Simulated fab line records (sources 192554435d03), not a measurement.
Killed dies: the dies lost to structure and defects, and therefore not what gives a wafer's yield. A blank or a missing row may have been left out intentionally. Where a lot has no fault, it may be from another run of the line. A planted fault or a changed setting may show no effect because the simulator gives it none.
Code-filled problem report in 8D (eight disciplines) form / flow n5_finfet / the parts of the form that need people (team, actions taken, sign-off) are left out

## 1. WHAT IS WRONG
A mean of 586 is read at N5_FIN_SAQP_INSPECT_40 for raw_defect_count, taken on 1 wafer of 1 lot, against 225 (standard deviation 68) on wafers free of any fault. Measured from the usual mean, that is +5.3 standard deviations.
The step: inspects for defects (brightfield).
Earliest sighting: wafer L479.5 on defect_inspect-01 at day 3 20:14. Wafers with a number at this step in the record: 27, from 9 lots. Rule for "out" (also "out of limits"): further than 4 standard deviations from the usual mean. The rest of the wafers with a number are treated as sound.

## 2. WHAT IT IS, AND WHAT IT ISN'T
question=which readings at this step | is=raw_defect_count | is not=-
question=which lots | is=L479 | is not=L474, L480, L484, L486, L490, L491, L492, L494
question=which wafers of those lots | is=L479.5 | is not=L479.2, L479.4
question=read on which gauges | is=defect_inspect-01 | is not=defect_inspect-02
question=when | is=from day 3 20:14 | is not=up to then (5 sound wafers); but 21 sound wafers of L480, L484, L486, L490, L491, L492, L494 came after

## 3. SUSPECTS, AND WHAT RULES EACH OUT
Counting: if a tool at a process step up to the reading ran every lot that is out, it stays a suspect. Sound lots after the first of them don't rule it out here, since some wafers of a struck lot are sound.
- ruled out: the gauge at N5_FIN_SAQP_INSPECT_40. All the wafers that are out were read on defect_inspect-01, but those of them that N5_PASSIVATION_PROBE_49 has rows for are out there too, on other tools.
- wet_bench-03 at N5_FIN_SAQP_STRIP_23 (strips in SPM, time 750 s): kept. It ran the lot that is out, L479 (day 3 16:02); its last sound lot up to then is L474 (day 2 10:28).
- rie_si-05 at N5_FIN_SAQP_MANDREL_ETCH_58 (etches a-Si in HBr/Cl2, stops on SiNx, target depth 45 nm, bt time 10 s, time 27 s): kept. It ran the lot that is out, L479 (day 3 17:53); its last sound lot up to then is L474 (day 2 13:05).
Remaining after the count are wet_bench-03 at N5_FIN_SAQP_STRIP_23 and rie_si-05 at N5_FIN_SAQP_MANDREL_ETCH_58.

## 4. THE CAUSE (what the simulator had put in)
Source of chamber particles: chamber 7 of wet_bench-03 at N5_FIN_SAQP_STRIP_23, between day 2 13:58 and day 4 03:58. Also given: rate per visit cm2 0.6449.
Counting left 2 suspects, and this tool is among them.

## 5. THE CHAIN OF EFFECTS, in route order
Each row: a reading whose mean over the struck wafers that have a number lies more than 3 standard deviations from the usual. Only readings whose record carries a usual standard deviation are examined. hours: median over the lots of the time between each lot's start at the first step of this table that gives one and its start at this step. sigmas: the change, counted in usual standard deviations.
hours=0; step=N5_FIN_SAQP_INSPECT_40; reading=raw_defect_count; usual=225; on struck wafers=586; change=+361; sigmas=+5.3
hours=0; step=N5_FIN_CUT_INSPECT_10; reading=raw_defect_count; usual=42; on struck wafers=455; change=+413; sigmas=+38
hours=295; step=N5_PASSIVATION_PROBE_49; reading=defect_limited_yield; usual=91.0 %; on struck wafers=81.7; change=-9.3; sigmas=-6.6
hours=295; step=N5_PASSIVATION_PROBE_49; reading=killed_at_front_end; usual=40; on struck wafers=141; change=+101; sigmas=+7.8
hours=295; step=N5_PASSIVATION_PROBE_49; reading=killed_dies; usual=106; on struck wafers=216; change=+110; sigmas=+6.9
hours=295; step=N5_PASSIVATION_PROBE_49; reading=sort_bin_5_function; usual=5.2 %; on struck wafers=11.4; change=+6.2; sigmas=+6.9
hours=295; step=N5_PASSIVATION_PROBE_49; reading=sort_n_pass; usual=1073; on struck wafers=964; change=-109; sigmas=-6.4
hours=295; step=N5_PASSIVATION_PROBE_49; reading=sort_yield_pct; usual=91.0 %; on struck wafers=81.7; change=-9.3; sigmas=-6.2
The process steps in it:
- N5_PASSIVATION_PROBE_49
Later steps that measure or inspect, where all struck wafers having a row at the step show a number for every such reading and not one has moved that far: N5_FIN_CUT_CD_MEAS_08, N5_BEOL_M4_RC_MEAS_101.

## 6. HOW IT WOULD HAVE BEEN CAUGHT EARLIER
Counted from the fault's start at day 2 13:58, it took 30 hours until the first out-of-limits reading at a measuring or inspecting step in this record, taken at day 3 20:14.
All the lots that are out (1) had begun N5_FIN_SAQP_STRIP_23 on wet_bench-03 by day 3 20:14. A hold on the tool at that time would have spared none of them.
